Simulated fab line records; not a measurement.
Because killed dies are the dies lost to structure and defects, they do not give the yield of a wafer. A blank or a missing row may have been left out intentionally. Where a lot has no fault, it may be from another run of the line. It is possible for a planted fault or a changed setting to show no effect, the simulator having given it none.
Matching of chambers :: flow n5-finfet :: N5_FIN_SAQP_HM_OPEN_73 on rie-diel-02: 4 sister chambers
The step chemistry CHF3/O2, target SiO2, stops on a-Si, target depth 12 nm, time 16.8 s. 14 wafers are shown with their chamber, then 7 later ones without.

## WAFERS, EACH WITH ITS CHAMBER
wafer: L075.3
chamber: 2
showerhead-plenum-p-Torr (Torr): 2.30
throttle-valve-pct (%): 19.02
oes-product-au (a.u.): 0.41

wafer: L075.4
chamber: 3
showerhead-plenum-p-Torr (Torr): 2.42
throttle-valve-pct (%): 18.94
oes-product-au (a.u.): 0.45

wafer: L075.5
chamber: 1
showerhead-plenum-p-Torr (Torr): 2.40
throttle-valve-pct (%): 19.07
oes-product-au (a.u.): 0.44

wafer: L078.2
chamber: 0
showerhead-plenum-p-Torr (Torr): 2.48
throttle-valve-pct (%): 18.85
oes-product-au (a.u.): 0.56

wafer: L078.5
chamber: 0
showerhead-plenum-p-Torr (Torr): 2.48
throttle-valve-pct (%): 18.83
oes-product-au (a.u.): 0.56

wafer: L078.6
chamber: 1
showerhead-plenum-p-Torr (Torr): 2.40
throttle-valve-pct (%): 19.07
oes-product-au (a.u.): 0.45

wafer: L083.1
chamber: 3
showerhead-plenum-p-Torr (Torr): 2.41
throttle-valve-pct (%): 18.96
oes-product-au (a.u.): 0.45

wafer: L083.2
chamber: 2
showerhead-plenum-p-Torr (Torr): 2.29
throttle-valve-pct (%): 19.06
oes-product-au (a.u.): 0.40

wafer: L083.5
chamber: 3
showerhead-plenum-p-Torr (Torr): 2.41
throttle-valve-pct (%): 18.94
oes-product-au (a.u.): 0.46

wafer: L084.1
chamber: 0
showerhead-plenum-p-Torr (Torr): 2.48
throttle-valve-pct (%): 18.85
oes-product-au (a.u.): 0.54

wafer: L084.3
chamber: 2
showerhead-plenum-p-Torr (Torr): 2.29
throttle-valve-pct (%): 19.06
oes-product-au (a.u.): 0.40

wafer: L084.5
chamber: 3
showerhead-plenum-p-Torr (Torr): 2.41
throttle-valve-pct (%): 18.96
oes-product-au (a.u.): 0.45

wafer: L085.3
chamber: 1
showerhead-plenum-p-Torr (Torr): 2.40
throttle-valve-pct (%): 19.07
oes-product-au (a.u.): 0.43

wafer: L085.5
chamber: 0
showerhead-plenum-p-Torr (Torr): 2.48
throttle-valve-pct (%): 18.86
oes-product-au (a.u.): 0.55

SIGNATURES (means of the wafers above)
reading: showerhead-plenum-p-Torr
chamber 0: 2.4800
chamber 1: 2.4000
chamber 2: 2.2933
chamber 3: 2.4125
scatter within a chamber: 0.00376

reading: throttle-valve-pct
chamber 0: 18.8475
chamber 1: 19.0700
chamber 2: 19.0467
chamber 3: 18.9500
scatter within a chamber: 0.0139

reading: oes-product-au
chamber 0: 0.5525
chamber 1: 0.4400
chamber 2: 0.4033
chamber 3: 0.4525
scatter within a chamber: 0.00785
Rule: for each reading, subtract the chamber's mean from the wafer's reading, divide by that reading's scatter and square the result; add these up over the readings and take the root, which gives the wafer's distance from the chamber. If the next closest chamber is less than 2 further off than the closest, the wafer can't be placed; otherwise it belongs to the closest. The scatter: take each reading less its chamber's mean, square it, sum over the shown wafers, divide by the number of wafers less the number of chambers, and take the root.

## WAFERS WITH NO CHAMBER GIVEN
wafer: L085.6
showerhead-plenum-p-Torr (Torr): 2.41
throttle-valve-pct (%): 18.95
oes-product-au (a.u.): 0.44

wafer: L089.2
showerhead-plenum-p-Torr (Torr): 2.48
throttle-valve-pct (%): 18.87
oes-product-au (a.u.): 0.54

wafer: L089.4
showerhead-plenum-p-Torr (Torr): 2.39
throttle-valve-pct (%): 19.11
oes-product-au (a.u.): 0.44

wafer: L089.5
showerhead-plenum-p-Torr (Torr): 2.41
throttle-valve-pct (%): 18.97
oes-product-au (a.u.): 0.45

wafer: L090.1
showerhead-plenum-p-Torr (Torr): 2.48
throttle-valve-pct (%): 18.88
oes-product-au (a.u.): 0.53

wafer: L090.4
showerhead-plenum-p-Torr (Torr): 2.48
throttle-valve-pct (%): 18.88
oes-product-au (a.u.): 0.53

wafer: L090.6
showerhead-plenum-p-Torr (Torr): 2.41
throttle-valve-pct (%): 18.98
oes-product-au (a.u.): 0.45

## WHICH CHAMBER EACH WENT THROUGH
wafer: L085.6
from the rows above: 3
in truth: 3

wafer: L089.2
from the rows above: 0
in truth: 0

wafer: L089.4
from the rows above: 1
in truth: 1

wafer: L089.5
from the rows above: 3
in truth: 3

wafer: L090.1
from the rows above: 0
in truth: 0

wafer: L090.4
from the rows above: 0
in truth: 0

wafer: L090.6
from the rows above: 3
in truth: 3
Correctly placed: 7 of 7. Not placeable from these rows: 0. Wrongly placed: 0.
